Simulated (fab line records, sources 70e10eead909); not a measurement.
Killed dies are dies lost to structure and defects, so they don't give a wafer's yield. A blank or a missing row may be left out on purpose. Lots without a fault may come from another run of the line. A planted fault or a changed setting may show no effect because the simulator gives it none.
fab line records | flow nand_harc
record lots=15 wafers=42 last_day=32
route steps=1302 shown A_ONON_D1@429 A_CHANNEL_HOLE_D1@451
lots that met no fault: from a run of the same line without faults
start_h: hours from the record's first day to the start of the lot's first wafer shown | wait_h: hours since the lot's step before | " the same as in the row above | L1.1+2: a row that stands for several wafers | - no value, or no start given | * or withheld: withheld | < > ~ a bound
route shown NAME@n: a module of which the file shows steps, and the number in the route of the first | usual: mean/standard deviation of fault-free wafers | same: alike in all rows | chamber/n: place in a boat | sites: the reading at each site | _std_site: their standard deviation | _edge_site: outer sites' mean less inner sites' | radius_mm: how far each site lies from the wafer's centre | mask NAME#n: copy n | behind: the tool/chamber that last shaped the wafer | hold: why the lot was held/for how many hours/how that ended | device: the transistor (n, p or np) that didn't switch | end of line: the same wafers' tests at the end of the route | a step without rows: its recipe alone | killed: dies lost to structure and defects at the first sort, not the wafer's yield | map: a wafer's dies, x killed, . not, _ none there
set.NAME: the setting as run; set.NAME@STEP: as run at that earlier step | model.NAME: the simulator's own value behind a step, which no gauge read
steps of the route over a sample of lots; a table a step, a row a wafer
services: from which hour (start_h, from the record's first day; less than 0 if before it) a tool's chamber was out of use, for how many hours, and why
## steps
# step NHARC_A_ONON_D1_THK_MEAS_08
# recipe thk_meas_gauge=ellipsometry
# usual thk_nm=1000/9.1
# columns lot.wafer tool chamber start_h wait_h thk_nm
L284.2 film_metro-02 - 174.50 - 1015
L284.4 " - " " 1014
L284.5 " - " " 1013
L285.1 film_metro-01 - 182.81 - 1000
L285.2 " - " " 1001
L285.6 " - " " 1001
L286.1 film_metro-02 - 193.95 - 991
L286.4 " - " " 991
L286.6 " - " " 992
L287.1 film_metro-01 - 194.09 - 997
L287.3 " - " " 999
L287.5 " - " " 997
L288.4 film_metro-02 - 210.44 - 988
L288.5 " - " " 989
L288.6 " - " " 987
L289.2 film_metro-02 - 227.09 - 1006
L289.4 " - " " 1007
L289.5 " - " " 1007
L290.2 film_metro-02 - 234.53 - 1019
L290.4 " - " " 1016
L290.5 " - " " 1018
L292.2 film_metro-02 - 257.64 - 1002
L292.3 " - " " 1004
L292.4 " - " " 1001
L293.3 film_metro-02 - 263.87 - 999
L293.4 " - " " 998
L293.5 " - " " 999
L294.1 film_metro-02 - 268.91 - 996
L294.2 " - " " 994
L294.6 " - " " 994
L295.3 film_metro-01 - 283.05 - 998
L295.5 " - " " 999
L295.6 " - " " 998
L298.3 film_metro-01 - 309.00 - 995
L298.6 " - " " 994
L301.5 film_metro-01 - 338.26 - 988
L301.6 " - " " 987
L300.3 film_metro-02 - 338.27 - 1020
L300.5 " - " " 1020
L305.2 film_metro-01 - 382.95 - 998
L305.4 " - " " 998
L305.5 " - " " 999
# step NHARC_A_ONON_D1_THK_MEAS_34
# recipe thk_meas_gauge=ellipsometry
# usual thk_nm=200/3
# columns lot.wafer tool chamber start_h wait_h thk_nm
L284.2 film_metro-01 - 187.75 - 199
L284.4 " - " " 203
L284.5 " - " " 201
L285.1 film_metro-02 - 194.78 - 200
L285.2 " - " " 198
L285.6 " - " " 200
L286.1 film_metro-02 - 205.43 - 200
L286.4 " - " " 203
L286.6 " - " " 201
L287.1 film_metro-01 - 205.49 - 198
L287.3 " - " " 198
L287.5 " - " " 204
L288.4 film_metro-02 - 222.12 - 201
L288.5 " - " " 202
L288.6 " - " " 200
L289.2 film_metro-02 - 239.75 - 200
L289.4 " - " " 198
L289.5 " - " " 198
L290.2 film_metro-02 - 248.05 - 204
L290.4 " - " " 203
L290.5 " - " " 205
L292.2 film_metro-02 - 269.30 - 201
L292.3 " - " " 199
L292.4 " - " " 199
L293.3 film_metro-02 - 275.93 - 199
L293.4 " - " " 202
L293.5 " - " " 196
L294.1 film_metro-01 - 280.74 - 195
L294.2 " - " " 199
L294.6 " - " " 201
L295.3 film_metro-01 - 295.18 - 198
L295.5 " - " " 199
L295.6 " - " " 198
L298.3 film_metro-02 - 320.70 - 199
L298.6 " - " " 201
L301.5 film_metro-01 - 350.82 - 199
L301.6 " - " " 198
L300.3 film_metro-01 - 350.83 - 201
L300.5 " - " " 207
L305.2 film_metro-02 - 394.56 - 200
L305.4 " - " " 202
L305.5 " - " " 199
# step NHARC_A_CHANNEL_HOLE_D1_DEP_01
# recipe target_thk_a=1400 target_thk_nm=140 temp_c=400 pressure_torr=3.5 flow_sccm=200 rf_w=350 material=SiON
# usual heater_power_w=728/95
# columns lot.wafer tool chamber start_h wait_h heater_power_w
L284.2 pecvd-01 0 189.90 1.4 949
L284.4 " 1 " " 624
L284.5 " 2 " " 789
L285.2 pecvd-01 1 200.76 1.3 610
L285.1 " 2 " " 665
L285.6 " 1 " " 615
L286.1 pecvd-04 2 207.50 1.6 807
L286.6 " 2 " " 804
L286.4 " 1 " " 538
L287.1 pecvd-02 2 207.59 1.6 651
L287.3 " 0 " " 678
L287.5 " 1 " " 769
L288.4 pecvd-04 1 224.27 0.7 583
L288.5 " 1 " " 603
L288.6 " 2 " " 865
L289.2 pecvd-01 1 243.54 1.3 630
L289.4 " 0 " " 863
L289.5 " 1 " " 616
L290.2 pecvd-01 0 253.84 1.4 901
L290.5 " 2 " " 713
L290.4 " 0 " " 942
L292.3 pecvd-01 0 272.21 1.0 888
L292.2 " 1 " " 621
L292.4 " 2 " " 732
L293.3 pecvd-02 1 278.37 1.0 759
L293.4 " 1 " " 772
L293.5 " 2 " " 756
L294.2 pecvd-02 1 282.78 1.3 712
L294.1 " 2 " " 755
L294.6 " 1 " " 704
L295.3 pecvd-01 2 297.26 1.0 684
L295.5 " 1 " " 645
L295.6 " 2 " " 694
L298.3 pecvd-04 1 323.81 1.0 688
L298.6 " 2 " " 765
L300.3 pecvd-02 1 352.94 1.0 773
L300.5 " 1 " " 756
L301.5 pecvd-04 1 352.96 0.4 669
L301.6 " 2 " " 672
L305.2 pecvd-04 2 396.66 1.3 782
L305.4 " 0 " " 754
L305.5 " 1 " " 548
# step NHARC_A_CHANNEL_HOLE_D1_ETCH_39
# recipe target_depth_a=2600 over_etch_frac=0.3 time_s=325 ion_energy_ev=200 n2_flow_sccm=150 h2_flow_sccm=150 ar_flow_sccm=0 rf_w=400 bias_w=150 chemistry=N2/H2
# usual drypump_motor_current_A=5.8/0.3 oes_product_au=0.997/0.0084 rf_vpp_V=430.7/2 run_length_s=346.4/0.51 showerhead_plenum_p_Torr=2.04/0.066 throttle_valve_pct=14.171/0.0092
# columns lot.wafer tool chamber start_h wait_h drypump_motor_current_A oes_product_au rf_hours_counter_h rf_vpp_V run_length_s showerhead_plenum_p_Torr throttle_valve_pct
L284.2 rie_diel-13 3 190.97 - 5.7 1.003 2 429.3 346.4 2.02 14.171
L284.4 " 0 " " 6.0 1.006 2 433.7 346.9 2.10 14.173
L284.5 " 1 " " 5.6 0.998 - 428.8 345.3 1.96 14.159
L285.1 rie_diel-13 0 201.68 - 6.0 1.001 3 431.8 346.5 2.10 14.175
L285.2 " 2 " " 5.8 0.998 3 432.3 346.3 2.11 14.160
L285.6 " 1 " " 5.6 1.005 - 427.9 345.4 1.96 14.183
L286.1 rie_diel-13 3 208.70 - 5.6 0.997 3 428.3 346.5 2.02 14.167
L286.4 " 1 " " 5.6 1.011 - 427.7 345.3 1.96 14.173
L286.6 " 3 " " 5.7 0.991 - 430.4 346.8 2.02 14.180
L287.1 rie_diel-13 2 208.96 - 5.8 0.990 4 432.6 346.0 2.11 14.170
L287.3 " 3 " " 5.7 0.994 3 429.8 346.7 2.02 14.165
L287.5 " 3 " " 5.7 0.993 - 429.1 346.6 2.02 14.159
L288.4 rie_diel-05 2 225.38 - 5.8 0.999 51 429.6 346.5 2.00 14.160
L288.5 " 2 " " 5.8 1.014 - 428.5 347.0 2.00 14.175
L288.6 " 3 " " 5.2 1.007 - 432.9 346.9 2.07 14.172
L289.4 rie_diel-13 2 244.52 - 5.8 1.006 8 433.3 346.0 2.11 14.184
L289.2 " 3 " " 5.7 0.995 7 430.5 346.3 2.02 14.167
L289.5 " 1 " " 5.6 1.003 - 428.7 345.6 1.96 14.168
L290.2 rie_diel-13 0 254.92 - 6.0 0.998 4 432.3 346.5 2.10 14.199
L290.4 " 1 " " 5.6 0.994 9 430.1 345.8 1.96 14.193
L290.5 " 3 " " 5.6 0.995 - 430.9 346.3 2.02 14.165
L292.2 rie_diel-13 3 273.31 - 5.7 1.011 9 428.0 346.9 2.02 14.163
L292.3 " 0 " " 6.0 0.999 6 433.8 346.8 2.10 14.189
L292.4 " 1 " " 5.6 1.009 10 428.6 345.9 1.96 14.178
L293.3 rie_diel-05 2 279.51 - 5.8 0.995 6 428.3 346.2 2.00 14.177
L293.4 " 3 " " 5.2 0.997 5 431.7 347.1 2.07 14.164
L293.5 " 2 " " 5.8 0.995 - 429.3 346.8 2.00 14.176
L294.2 rie_diel-05 3 283.80 - 5.2 0.984 7 432.5 347.3 2.07 14.158
L294.1 " 1 " " 6.2 0.990 7 434.0 346.4 2.14 14.168
L294.6 " 2 " " 5.8 0.991 - 429.8 346.2 1.99 14.176
L295.3 rie_diel-13 0 298.41 - 6.0 0.991 8 433.5 347.0 2.10 14.146
L295.6 " 2 " " 5.8 1.003 - 431.6 346.4 2.11 14.173
L295.5 " 3 " " 5.7 0.986 - 429.6 346.3 2.02 14.176
L298.3 rie_diel-13 0 324.77 - 6.0 1.001 11 432.1 265.7 2.10 14.175
L298.6 " 3 " " 5.7 1.002 - 431.2 265.6 2.01 14.151
L300.3 rie_diel-13 0 353.87 - 5.9 0.990 0 431.8 266.4 2.10 14.154
L300.5 " 0 " " 6.0 0.999 - 431.0 347.1 2.10 14.171
L301.5 rie_diel-13 1 354.21 - 5.6 0.995 - 428.7 345.6 1.96 14.166
L301.6 " 2 " " 5.8 1.003 - 433.7 265.3 2.11 14.148
L305.4 rie_diel-05 2 397.62 - 5.8 0.989 45 429.4 346.3 1.98 14.177
L305.2 " 1 " " 6.2 0.997 49 434.3 346.6 2.13 14.189
L305.5 " 2 " " 5.8 1.003 - 428.2 346.5 1.98 14.176
## services
# columns tool chamber start_h hours kind
rie_diel-13 0 174.00 - clean
rie_diel-13 1 174.00 - clean
rie_diel-13 2 174.00 - clean
rie_diel-13 3 174.00 - clean
rie_diel-13 0 198.50 - clean
rie_diel-13 1 198.50 - clean
rie_diel-13 2 198.50 - clean
rie_diel-13 3 198.50 - clean
rie_diel-13 0 204.94 32.9 repair
pecvd-04 0 212.71 19.1 repair
rie_diel-13 1 223.00 - clean
pecvd-02 - 227.13 13.0 pm
rie_diel-05 - 229.85 9.0 pm
rie_diel-05 - 243.11 18.7 repair
pecvd-04 - 269.16 13.0 pm
rie_diel-13 1 280.76 4.2 repair
pecvd-02 1 306.16 5.6 repair
pecvd-01 - 311.57 13.0 pm
rie_diel-13 - 314.57 3.4 repair
rie_diel-13 1 318.52 8.0 repair
pecvd-01 - 333.27 1.5 repair
rie_diel-13 - 342.00 9.0 pm
pecvd-02 - 370.71 1.0 repair
pecvd-01 - 371.95 1.1 repair
## key
first_sign step=NHARC_A_CHANNEL_HOLE_D1_ETCH_39 reading=run_length_s direction=down sigmas=99+ usual=* struck=*
effect none on later readings
met_at NHARC_A_CHANNEL_HOLE_D1_ETCH_39
struck_lots L298,L300,L301
struck_wafers L298.3,L298.6,L300.3,L301.6
sort_left_out L298.3,L298.6,L300.3,L301.6
tester_left_out L298,L300,L301
not_acting_at NHARC_A_ONON_D1_THK_MEAS_08,NHARC_A_ONON_D1_THK_MEAS_34,NHARC_A_CHANNEL_HOLE_D1_DEP_01
onset_between 298.41 324.77
fault kind=process_parameter_drift tool=rie_diel-13 chamber=- onset_h=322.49 steps=NHARC_A_CHANNEL_HOLE_D1_ETCH_39 channel=time_s offset=* shape=step end_h=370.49 scope=struck_wafers_only acts_in=* stated=*
# tester_left_out: of these lots the tester's yield and bins aren't shown, on N5 and GAA mostly nor the transistor test; their killed dies are dies lost to structure and defects alone, not to doping, threshold or leakage, so they don't give the yield
# sort_left_out: the simulated sort isn't trusted on such a fault, so these wafers' sort isn't shown, and their yield isn't known
